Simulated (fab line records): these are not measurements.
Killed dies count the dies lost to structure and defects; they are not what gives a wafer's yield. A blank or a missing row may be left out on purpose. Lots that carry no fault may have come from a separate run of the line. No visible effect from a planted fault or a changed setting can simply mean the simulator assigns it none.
What tool caused it?    flow n5_finfet    24 lots, 72 wafers sampled, at 6 steps of a route of 1938

## WHAT EACH GAUGE READ, for each wafer
N5_BEOL_M5_INSPECT_30: inspects for defects (brightfield).
lot   measured      on                 raw_defect_count
L074  day 8 12:07   defect_inspect-01  417 418 467
L076  day 8 17:31   defect_inspect-01  343 423 427
L075  day 8 21:16   defect_inspect-01  423 330 323
L077  day 9 08:08   defect_inspect-02  373 457 357
L078  day 9 14:28   defect_inspect-02  387 390 496
L079  day 9 17:02   defect_inspect-01  284 267 329
L080  day 10 00:24  defect_inspect-02  300 367 420
L081  day 10 00:25  defect_inspect-02  579 424 411
L082  day 10 00:29  defect_inspect-02  395 520 311
L083  day 10 19:47  defect_inspect-02  313 425 354
L085  day 10 22:51  defect_inspect-01  444 345 450
L084  day 11 02:08  defect_inspect-02  430 365 387
L087  day 11 18:44  defect_inspect-02  443 378 381
L089  day 12 03:23  defect_inspect-02  322 270 251
L086  day 12 03:27  defect_inspect-02  350 418 363
L088  day 12 10:23  defect_inspect-02  574 602 618
L090  day 12 17:29  defect_inspect-02  382 388 448
L091  day 13 23:34  defect_inspect-02  521 558 466
L093  day 14 01:26  defect_inspect-02  323 406 375
L094  day 14 05:29  defect_inspect-01  323 310 298
L092  day 14 08:20  defect_inspect-02  342 507 463
L096  day 15 00:46  defect_inspect-01  606 488 473
L095  day 15 00:57  defect_inspect-01  426 418 412
L097  day 15 04:19  defect_inspect-01  493 339 327

N5_BEOL_M6_CD_MEAS_11: target cd 38.5 nm.
lot   measured      on         cd_nm (nm)
L074  day 8 21:59   cd_sem-03  39.0 38.9 39.2
L076  day 9 02:16   cd_sem-01  37.8 38.5 38.6
L075  day 9 09:00   cd_sem-02  39.4 38.7 39.1
L077  day 9 22:50   cd_sem-01  37.6 38.3 39.1
L078  day 10 01:07  cd_sem-03  37.9 38.1 37.6
L079  day 10 03:13  cd_sem-03  37.7 38.8 39.0
L080  day 10 11:38  cd_sem-03  37.6 38.8 37.7
L081  day 10 12:07  cd_sem-03  38.9 37.7 37.9
L082  day 10 12:23  cd_sem-03  38.5 38.6 39.4
L083  day 11 07:35  cd_sem-03  38.2 37.8 38.0
L085  day 11 09:14  cd_sem-03  38.8 38.4 38.6
L084  day 11 11:28  cd_sem-02  38.4 39.0 38.8
L087  day 12 04:33  cd_sem-03  38.5 38.9 38.1
L089  day 12 16:47  cd_sem-01  37.5 37.8 37.4
L086  day 12 17:01  cd_sem-01  38.9 38.1 37.8
L088  day 13 01:27  cd_sem-03  38.5 39.5 38.9
L090  day 13 09:46  cd_sem-03  39.3 38.0 38.7
L091  day 14 09:24  cd_sem-01  37.9 38.4 38.3
L093  day 14 13:10  cd_sem-03  37.8 38.7 39.2
L094  day 14 16:42  cd_sem-02  37.7 37.3 38.6
L092  day 14 20:16  cd_sem-01  38.1 39.0 38.2
L096  day 15 12:34  cd_sem-02  39.7 38.1 38.9
L095  day 15 12:44  cd_sem-03  38.3 38.2 39.0
L097  day 15 16:02  cd_sem-01  38.5 38.7 38.8

## WHAT TOOL EACH LOT RAN ON (gives the tool, then ch and the chambers of the sampled wafers, and finally the start)
lot   N5_BEOL_M5_DESCUM_33                N5_BEOL_M5_ETCH_75                  N5_BEOL_M5_CURE_80             N5_BEOL_M5_ANNEAL_51
L074  rie_diel-03 ch 1,3, day 8 12:08     rie_diel-03 ch 1,3, day 8 12:11     uv_cure-01 ch 1, day 8 12:48   rtp_anneal-01 ch 0, day 8 18:25
L076  rie_diel-03 ch 0,1,3, day 8 17:33   rie_diel-03 ch 0,1,3, day 8 17:35   uv_cure-01 ch 1, day 8 18:13   rtp_anneal-02 ch 0, day 8 23:56
L075  rie_diel-02 ch 0,1,3, day 8 21:22   rie_diel-02 ch 0,1,3, day 8 21:24   uv_cure-02 ch 1, day 8 21:59   rtp_anneal-02 ch 0, day 9 05:34
L077  rie_diel-02 ch 0,1, day 9 08:28     rie_diel-02 ch 0,1, day 9 08:31     uv_cure-03 ch 2, day 9 09:16   rtp_anneal-02 ch 0, day 9 17:11
L078  rie_diel-02 ch 0,2,3, day 9 14:29   rie_diel-02 ch 0,2,3, day 9 14:32   uv_cure-02 ch 1, day 9 15:08   rtp_anneal-01 ch 0, day 9 22:45
L079  rie_diel-02 ch 0,1,3, day 9 17:23   rie_diel-02 ch 0,1,3, day 9 17:25   uv_cure-03 ch 1, day 9 18:06   rtp_anneal-02 ch 0, day 10 00:22
L080  rie_diel-02 ch 1,2, day 10 00:26    rie_diel-02 ch 1,2, day 10 00:28    uv_cure-03 ch 1, day 10 01:44  rtp_anneal-01 ch 0, day 10 07:08
L081  rie_diel-02 ch 0,1,2, day 10 00:52  rie_diel-02 ch 0,1,2, day 10 00:54  uv_cure-03 ch 1, day 10 03:14  rtp_anneal-01 ch 0, day 10 08:48
L082  rie_diel-01 ch 0,1, day 10 00:54    rie_diel-01 ch 0,1, day 10 00:56    uv_cure-03 ch 1, day 10 03:29  rtp_anneal-01 ch 0, day 10 09:08
L083  rie_diel-03 ch 1,2, day 10 20:20    rie_diel-03 ch 1,2, day 10 20:22    uv_cure-02 ch 2, day 10 22:36  rtp_anneal-01 ch 0, day 11 04:10
L085  rie_diel-01 ch 0,3, day 10 22:53    rie_diel-01 ch 0,3, day 10 22:55    uv_cure-03 ch 0, day 10 23:36  rtp_anneal-01 ch 0, day 11 06:44
L084  rie_diel-03 ch 0,2,3, day 11 02:10  rie_diel-03 ch 0,2,3, day 11 02:13  uv_cure-02 ch 2, day 11 02:50  rtp_anneal-01 ch 0, day 11 09:13
L087  rie_diel-01 ch 1,2,3, day 11 18:46  rie_diel-01 ch 1,2,3, day 11 18:48  uv_cure-02 ch 2, day 11 19:31  rtp_anneal-02 ch 0, day 12 01:03
L089  rie_diel-01 ch 0,2,3, day 12 03:25  rie_diel-01 ch 0,2,3, day 12 03:27  uv_cure-02 ch 0, day 12 04:02  rtp_anneal-01 ch 0, day 12 09:34
L086  rie_diel-03 ch 1,2, day 12 03:29    rie_diel-03 ch 1,2, day 12 03:31    uv_cure-03 ch 2, day 12 04:22  rtp_anneal-02 ch 0, day 12 10:05
L088  rie_diel-01 ch 0,2, day 12 10:53    rie_diel-01 ch 0,2, day 12 10:56    uv_cure-03 ch 1, day 12 11:58  rtp_anneal-01 ch 0, day 12 21:47
L090  rie_diel-01 ch 0,2, day 12 17:31    rie_diel-01 ch 0,2, day 12 17:33    uv_cure-03 ch 2, day 12 19:26  rtp_anneal-02 ch 0, day 13 02:10
L091  rie_diel-01 ch 0,1,2, day 13 23:36  rie_diel-01 ch 0,1,2, day 13 23:38  uv_cure-03 ch 1, day 14 00:16  rtp_anneal-01 ch 0, day 14 05:58
L093  rie_diel-03 ch 2,3, day 14 01:51    rie_diel-03 ch 2,3, day 14 01:53    uv_cure-02 ch 2, day 14 02:28  rtp_anneal-01 ch 0, day 14 08:45
L094  rie_diel-03 ch 0,1,2, day 14 05:33  rie_diel-03 ch 0,1,2, day 14 05:35  uv_cure-02 ch 2, day 14 06:13  rtp_anneal-02 ch 0, day 14 12:45
L092  rie_diel-02 ch 0,2,3, day 14 08:23  rie_diel-02 ch 0,2,3, day 14 08:25  uv_cure-01 ch 0, day 14 09:09  rtp_anneal-02 ch 0, day 14 16:50
L096  rie_diel-03 ch 0,1,3, day 15 00:52  rie_diel-03 ch 0,1,3, day 15 00:54  uv_cure-01 ch 1, day 15 01:29  rtp_anneal-01 ch 0, day 15 07:32
L095  rie_diel-02 ch 0,2,3, day 15 01:09  rie_diel-02 ch 0,2,3, day 15 01:11  uv_cure-03 ch 1, day 15 01:50  rtp_anneal-01 ch 0, day 15 08:14
L097  rie_diel-01 ch 0,2,3, day 15 04:21  rie_diel-01 ch 0,2,3, day 15 04:23  uv_cure-03 ch 1, day 15 04:58  rtp_anneal-01 ch 0, day 15 11:37
- N5_BEOL_M5_DESCUM_33: chemistry O2, time 7 s.
- N5_BEOL_M5_ETCH_75: etches underlayer in N2/H2, target depth 6.5 nm, time 5.2 s.
- N5_BEOL_M5_CURE_80: cures SiCOH lowk, time 120 s.
- N5_BEOL_M5_ANNEAL_51: time 90 s.

## AS READ BY THE TOOLS THEMSELVES (means over the sampled wafers that have a number; for cases with no such wafer, the mark the record gives instead)
N5_BEOL_M5_DESCUM_33.
lot   tool         drypump_motor_current_A (A)  oes_product_au (a.u.)  rf_vpp_V (V)  showerhead_plenum_p_Torr (Torr)  throttle_valve_pct (%)
L074  rie_diel-03  6.4                          0.86                   244.1         2.15                             20.38
L076  rie_diel-03  5.9                          0.81                   244.1         2.13                             20.37
L075  rie_diel-02  5.7                          0.77                   241.7         2.00                             20.53
L077  rie_diel-02  5.5                          0.85                   241.3         2.02                             20.42
L078  rie_diel-02  6.1                          0.85                   242.2         2.02                             20.39
L079  rie_diel-02  5.7                          0.76                   241.5         2.00                             20.53
L080  rie_diel-02  5.6                          0.78                   242.2         2.00                             20.65
L081  rie_diel-02  5.7                          0.85                   242.3         2.02                             20.46
L082  rie_diel-01  6.0                          0.86                   244.3         2.18                             20.01
L083  rie_diel-03  6.0                          0.72                   244.6         2.13                             20.64
L085  rie_diel-01  6.1                          0.84                   243.1         2.08                             20.09
L084  rie_diel-03  5.8                          0.79                   243.7         2.10                             20.22
L087  rie_diel-01  5.6                          0.87                   243.7         2.13                             20.12
L089  rie_diel-01  5.8                          0.84                   243.2         2.09                             20.15
L086  rie_diel-03  5.9                          0.72                   243.3         2.11                             20.47
L088  rie_diel-01  6.2                          0.80                   243.3         2.10                             20.17
L090  rie_diel-01  6.2                          0.79                   243.8         2.10                             20.17
L091  rie_diel-01  6.0                          0.81                   244.2         2.14                             20.15
L093  rie_diel-03  6.3                          0.79                   244.0         2.11                             20.26
L094  rie_diel-03  5.6                          0.71                   242.7         2.10                             20.47
L092  rie_diel-02  6.1                          0.91                   243.3         2.10                             20.29
L096  rie_diel-03  5.8                          0.74                   244.3         2.11                             20.45
L095  rie_diel-02  6.1                          0.89                   243.9         2.10                             20.31
L097  rie_diel-01  5.9                          0.81                   242.5         2.08                             20.19

N5_BEOL_M5_ETCH_75.
lot   tool         drypump_motor_current_A (A)  etch_rf_on_time_s (s)  oes_product_au (a.u.)  rf_vpp_V (V)  showerhead_plenum_p_Torr (Torr)  throttle_valve_pct (%)
L074  rie_diel-03  6.4                          5.03                   0.73                   525.8         2.61                             17.79
L076  rie_diel-03  5.9                          5.08                   0.69                   526.1         2.59                             17.81
L075  rie_diel-02  5.7                          5.17                   0.66                   521.2         2.44                             17.98
L077  rie_diel-02  5.5                          5.11                   0.72                   521.9         2.46                             17.80
L078  rie_diel-02  6.1                          5.08                   0.73                   521.8         2.46                             17.84
L079  rie_diel-02  5.7                          5.15                   0.66                   520.5         2.44                             17.98
L080  rie_diel-02  5.6                          5.27                   0.66                   519.6         2.44                             18.05
L081  rie_diel-02  5.7                          5.16                   0.73                   521.8         2.46                             17.87
L082  rie_diel-01  6.0                          5.11                   0.74                   526.5         2.65                             17.47
L083  rie_diel-03  5.9                          5.22                   0.61                   525.1         2.60                             18.14
L085  rie_diel-01  6.1                          5.16                   0.72                   523.5         2.53                             17.50
L084  rie_diel-03  5.8                          5.20                   0.67                   524.1         2.56                             17.65
L087  rie_diel-01  5.6                          5.02                   0.74                   525.6         2.59                             17.50
L089  rie_diel-01  5.9                          5.10                   0.71                   524.9         2.54                             17.58
L086  rie_diel-03  5.9                          5.26                   0.61                   524.4         2.57                             17.98
L088  rie_diel-01  6.2                          5.21                   0.69                   523.4         2.57                             17.74
L090  rie_diel-01  6.2                          5.23                   0.67                   524.5         2.57                             17.74
L091  rie_diel-01  6.0                          5.16                   0.69                   523.9         2.60                             17.66
L093  rie_diel-03  6.3                          5.10                   0.68                   524.3         2.57                             17.68
L094  rie_diel-03  5.6                          5.24                   0.61                   524.3         2.56                             17.95
L092  rie_diel-02  6.1                          5.08                   0.78                   524.4         2.56                             17.72
L096  rie_diel-03  5.9                          5.23                   0.64                   525.5         2.57                             17.88
L095  rie_diel-02  6.1                          5.13                   0.76                   523.3         2.56                             17.74
L097  rie_diel-01  5.9                          5.18                   0.69                   525.0         2.53                             17.63

N5_BEOL_M5_CURE_80.
lot   tool        lamp_power_pct (%)  wafer_temp_C_max
L074  uv_cure-01  52.30               370.8
L076  uv_cure-01  52.32               370.8
L075  uv_cure-02  52.30               371.6
L077  uv_cure-03  52.36               372.2
L078  uv_cure-02  52.29               371.7
L079  uv_cure-03  52.28               371.5
L080  uv_cure-03  52.30               371.4
L081  uv_cure-03  52.31               371.7
L082  uv_cure-03  52.33               371.4
L083  uv_cure-02  52.38               371.5
L085  uv_cure-03  52.29               372.0
L084  uv_cure-02  52.25               371.7
L087  uv_cure-02  52.32               371.4
L089  uv_cure-02  52.28               371.1
L086  uv_cure-03  52.31               372.2
L088  uv_cure-03  52.31               371.2
L090  uv_cure-03  52.33               372.2
L091  uv_cure-03  52.36               371.6
L093  uv_cure-02  52.32               371.6
L094  uv_cure-02  52.35               372.0
L092  uv_cure-01  52.32               370.7
L096  uv_cure-01  52.31               370.9
L095  uv_cure-03  52.32               371.7
L097  uv_cure-03  52.31               371.5

N5_BEOL_M5_ANNEAL_51.
lot   tool           wafer_temp_C_max
L074  rtp_anneal-01  226.4
L076  rtp_anneal-02  226.6
L075  rtp_anneal-02  226.3
L077  rtp_anneal-02  226.1
L078  rtp_anneal-01  227.4
L079  rtp_anneal-02  226.3
L080  rtp_anneal-01  226.8
L081  rtp_anneal-01  226.8
L082  rtp_anneal-01  226.9
L083  rtp_anneal-01  226.8
L085  rtp_anneal-01  227.4
L084  rtp_anneal-01  226.6
L087  rtp_anneal-02  226.3
L089  rtp_anneal-01  226.9
L086  rtp_anneal-02  226.2
L088  rtp_anneal-01  226.9
L090  rtp_anneal-02  226.6
L091  rtp_anneal-01  226.5
L093  rtp_anneal-01  227.0
L094  rtp_anneal-02  226.2
L092  rtp_anneal-02  226.4
L096  rtp_anneal-01  226.6
L095  rtp_anneal-01  227.2
L097  rtp_anneal-01  227.2

## THE ANSWER, worked out from the rows above alone
Rule: the usual values come from the lots themselves. Put in order of their means at a reading, lots are off if they are a third of the lots or fewer, leave a main group of 4 or more, and stand apart from it by a gap of 3 or more times the standard deviation of the main group's means; of several such gaps the widest counts. A main group is skipped when, at the precision printed for the reading in the tables above, its means are all equal. A lot without any number at a reading at which 4 lots or more have one is off too. All remaining lots with rows at the step are treated as sound. Order of review: gauges by route order, followed by the tools' own readings, for which a lot's mean as printed above is used. The first step at which some lot is off is used, and at that step the reading that is off furthest; a lot without a number counts as furthest.
Across all readings shown, no lot is off: no conclusion can be drawn from this.

## WHAT THE SIMULATOR HAD PUT IN
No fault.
